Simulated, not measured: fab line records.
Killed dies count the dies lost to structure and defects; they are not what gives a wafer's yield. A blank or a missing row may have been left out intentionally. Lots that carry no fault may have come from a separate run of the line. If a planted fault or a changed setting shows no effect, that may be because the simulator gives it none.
Which tool was responsible? | flow nandHarc | 45 wafers from 15 lots sampled at 4 of the route's 1302 steps

WHAT THE GAUGES READ, wafer by wafer
Not one reading of a measure or inspect step in the record can be checked against a usual standard deviation.

EACH LOT AND THE TOOL THAT RAN IT (in order: tool; ch and the chambers of the sampled wafers; start)
lot  | NHARC_A_CONTACT_ETCH_113           | NHARC_A_CONTACT_ETCH_114           | NHARC_A_CONTACT_ETCH_116           | NHARC_A_CONTACT_ETCH_119
L265 | harCapEtch-03 ch 0,1, day 22 05:56 | harCapEtch-03 ch 0,1, day 22 06:07 | harCapEtch-03 ch 0,1, day 22 06:27 | harCapEtch-03 ch 0,1, day 22 06:58
L264 | harCapEtch-03 ch 0,1, day 22 08:35 | harCapEtch-03 ch 0,1, day 22 08:45 | harCapEtch-03 ch 0,1, day 22 09:05 | harCapEtch-03 ch 0,1, day 22 09:37
L266 | harCapEtch-01 ch 0,1, day 22 14:26 | harCapEtch-01 ch 0,1, day 22 14:36 | harCapEtch-01 ch 0,1, day 22 14:56 | harCapEtch-01 ch 0,1, day 22 15:28
L268 | harCapEtch-02 ch 0,1, day 23 01:29 | harCapEtch-02 ch 0,1, day 23 01:39 | harCapEtch-02 ch 0,1, day 23 01:59 | harCapEtch-02 ch 0,1, day 23 02:31
L267 | harCapEtch-01 ch 0,1, day 23 12:23 | harCapEtch-01 ch 0,1, day 23 12:34 | harCapEtch-01 ch 0,1, day 23 12:55 | harCapEtch-01 ch 0,1, day 23 13:25
L269 | harCapEtch-03 ch 0, day 23 15:53   | harCapEtch-03 ch 0, day 23 16:04   | harCapEtch-03 ch 0, day 23 16:24   | harCapEtch-03 ch 0, day 23 16:55
L277 | harCapEtch-03 ch 0,1, day 26 18:28 | harCapEtch-03 ch 0,1, day 26 18:38 | harCapEtch-03 ch 0,1, day 26 18:59 | harCapEtch-03 ch 0,1, day 26 19:29
L278 | harCapEtch-01 ch 0,1, day 27 14:43 | harCapEtch-01 ch 0,1, day 27 14:54 | harCapEtch-01 ch 0,1, day 27 15:14 | harCapEtch-01 ch 0,1, day 27 15:46
L279 | harCapEtch-03 ch 0,1, day 28 14:17 | harCapEtch-03 ch 0,1, day 28 14:31 | harCapEtch-03 ch 0,1, day 28 14:58 | harCapEtch-03 ch 0,1, day 28 15:38
L281 | harCapEtch-02 ch 0,1, day 29 11:09 | harCapEtch-02 ch 0,1, day 29 11:20 | harCapEtch-02 ch 0,1, day 29 11:40 | harCapEtch-02 ch 0,1, day 29 12:11
L285 | harCapEtch-01 ch 0,1, day 30 03:02 | harCapEtch-01 ch 0,1, day 30 03:13 | harCapEtch-01 ch 0,1, day 30 03:33 | harCapEtch-01 ch 0,1, day 30 04:04
L283 | harCapEtch-02 ch 0,1, day 30 03:34 | harCapEtch-02 ch 0,1, day 30 03:44 | harCapEtch-02 ch 0,1, day 30 04:05 | harCapEtch-02 ch 0,1, day 30 04:35
L284 | harCapEtch-01 ch 0,1, day 30 12:49 | harCapEtch-01 ch 0,1, day 30 12:59 | harCapEtch-01 ch 0,1, day 30 13:20 | harCapEtch-01 ch 0,1, day 30 13:50
L282 | harCapEtch-02 ch 0,1, day 30 18:04 | harCapEtch-02 ch 0,1, day 30 18:14 | harCapEtch-02 ch 0,1, day 30 18:34 | harCapEtch-02 ch 0,1, day 30 19:05
L286 | harCapEtch-02 ch 0,1, day 31 00:12 | harCapEtch-02 ch 0,1, day 31 00:22 | harCapEtch-02 ch 0,1, day 31 00:43 | harCapEtch-02 ch 0,1, day 31 01:14
- NHARC_A_CONTACT_ETCH_113: etches the open film in C4F8/O2/Ar, time 190 s, target depth 1850 nm.
- NHARC_A_CONTACT_ETCH_114: etches the open film in C4F8/O2/Ar, time 190 s, target depth 1850 nm.
- NHARC_A_CONTACT_ETCH_116: etches the open film in C4F8/O2/Ar, time 190 s, target depth 1850 nm.
- NHARC_A_CONTACT_ETCH_119: etches the open film in C4F8/O2/Ar, time 190 s, target depth 1850 nm.

AS READ BY THE TOOLS THEMSELVES (means over the sampled wafers that have a number; for cases with no such wafer, the mark the record gives instead)
NHARC_A_CONTACT_ETCH_113. Usual: chamberPressureMTorr 19.999 mTorr, standard deviation 0.019; oesAirLineAu 1.001 a.u., standard deviation 0.023.
lot  | tool          | chamberPressureMTorr (mTorr) | oesAirLineAu (a.u.) | flag
L265 | harCapEtch-03 | 19.996                       | 0.995               | 
L264 | harCapEtch-03 | 20.015                       | 0.992               | 
L266 | harCapEtch-01 | 20.002                       | 1.010               | 
L268 | harCapEtch-02 | 20.003                       | 1.012               | 
L267 | harCapEtch-01 | 20.022                       | 1.008               | 
L269 | harCapEtch-03 | 20.003                       | 0.990               | 
L277 | harCapEtch-03 | 20.002                       | 1.000               | 
L278 | harCapEtch-01 | 20.006                       | 0.977               | 
L279 | harCapEtch-03 | 19.990                       | 1.013               | 
L281 | harCapEtch-02 | 19.992                       | 0.997               | 
L285 | harCapEtch-01 | 20.001                       | 1.011               | 
L283 | harCapEtch-02 | 20.006                       | 1.007               | 
L284 | harCapEtch-01 | 20.006                       | 0.993               | 
L282 | harCapEtch-02 | 19.996                       | 0.995               | 
L286 | harCapEtch-02 | 20.001                       | 1.017               | 

NHARC_A_CONTACT_ETCH_114. Usual: chamberPressureMTorr 20.001 mTorr, standard deviation 0.019; oesAirLineAu 1.004 a.u., standard deviation 0.022.
lot  | tool          | chamberPressureMTorr (mTorr) | oesAirLineAu (a.u.) | flag
L265 | harCapEtch-03 | 19.997                       | 0.996               | 
L264 | harCapEtch-03 | 20.019                       | 1.001               | 
L266 | harCapEtch-01 | 19.978                       | 1.020               | 
L268 | harCapEtch-02 | 20.002                       | 0.992               | 
L267 | harCapEtch-01 | 20.008                       | 1.006               | 
L269 | harCapEtch-03 | 19.992                       | 1.039               | 
L277 | harCapEtch-03 | 20.002                       | 1.012               | 
L278 | harCapEtch-01 | 20.008                       | 0.992               | 
L279 | harCapEtch-03 | 20.008                       | 0.994               | 
L281 | harCapEtch-02 | 20.010                       | 0.997               | 
L285 | harCapEtch-01 | 19.995                       | 1.005               | 
L283 | harCapEtch-02 | 20.007                       | 1.013               | 
L284 | harCapEtch-01 | 19.988                       | 1.015               | 
L282 | harCapEtch-02 | 19.989                       | 1.007               | 
L286 | harCapEtch-02 | 19.999                       | 0.979               | 

NHARC_A_CONTACT_ETCH_116. Usual: chamberPressureMTorr 20.002 mTorr, standard deviation 0.017; oesAirLineAu 0.998 a.u., standard deviation 0.02.
lot  | tool          | chamberPressureMTorr (mTorr) | oesAirLineAu (a.u.) | flag
L265 | harCapEtch-03 | 19.987                       | 0.979               | 
L264 | harCapEtch-03 | 19.997                       | 1.024               | 
L266 | harCapEtch-01 | 19.987                       | 0.981               | 
L268 | harCapEtch-02 | 20.006                       | 0.992               | 
L267 | harCapEtch-01 | 20.018                       | 1.008               | 
L269 | harCapEtch-03 | 20.000                       | 1.006               | 
L277 | harCapEtch-03 | 20.006                       | 1.000               | 
L278 | harCapEtch-01 | 20.020                       | 1.008               | 
L279 | harCapEtch-03 | 20.005                       | 0.997               | 
L281 | harCapEtch-02 | 20.004                       | 0.988               | 
L285 | harCapEtch-01 | 20.030                       | 0.998               | 
L283 | harCapEtch-02 | 20.002                       | 0.997               | 
L284 | harCapEtch-01 | 20.014                       | 1.015               | 
L282 | harCapEtch-02 | 20.013                       | 0.998               | 
L286 | harCapEtch-02 | 20.007                       | 1.013               | 

NHARC_A_CONTACT_ETCH_119. Usual: chamberPressureMTorr 19.999 mTorr, standard deviation 0.017; oesAirLineAu 0.997 a.u., standard deviation 0.02.
lot  | tool          | chamberPressureMTorr (mTorr) | oesAirLineAu (a.u.) | flag
L265 | harCapEtch-03 | 19.999                       | 1.003               | 
L264 | harCapEtch-03 | 20.021                       | 0.981               | 
L266 | harCapEtch-01 | -                            | -                   | OFF
L268 | harCapEtch-02 | -                            | -                   | OFF
L267 | harCapEtch-01 | -                            | -                   | OFF
L269 | harCapEtch-03 | 19.986                       | 0.987               | 
L277 | harCapEtch-03 | 20.003                       | 1.017               | 
L278 | harCapEtch-01 | 20.008                       | 0.986               | 
L279 | harCapEtch-03 | 19.994                       | 0.989               | 
L281 | harCapEtch-02 | 19.992                       | 0.995               | 
L285 | harCapEtch-01 | 20.005                       | 1.002               | 
L283 | harCapEtch-02 | 19.984                       | 0.987               | 
L284 | harCapEtch-01 | 19.998                       | 0.998               | 
L282 | harCapEtch-02 | 20.002                       | 1.000               | 
L286 | harCapEtch-02 | 19.993                       | 0.987               | 

THE ANSWER, worked out from the rows above alone
Rule: a lot counts as off when the mean over its wafers that have a number is more than 3 standard deviations away from the usual mean. A lot without any number at a reading at which 4 lots or more have one is off too. All remaining lots with rows at the step are treated as sound. Order of review: gauges by route order, followed by the tools' own readings, for which a lot's mean as printed above is used. At the first step where some lot is off, the reading lying furthest off is the one used; lots without a number count as furthest.
Off, at NHARC_A_CONTACT_ETCH_119 on chamberPressureMTorr: L266, L268, L267. Without a number there: L266, L268, L267.
If a tool, at that step or one of the process steps before it, ran each lot that is off and ran no sound lot following the first of them, it fits. Of those tried, none fits.

WHAT WAS PUT IN BY THE SIMULATOR
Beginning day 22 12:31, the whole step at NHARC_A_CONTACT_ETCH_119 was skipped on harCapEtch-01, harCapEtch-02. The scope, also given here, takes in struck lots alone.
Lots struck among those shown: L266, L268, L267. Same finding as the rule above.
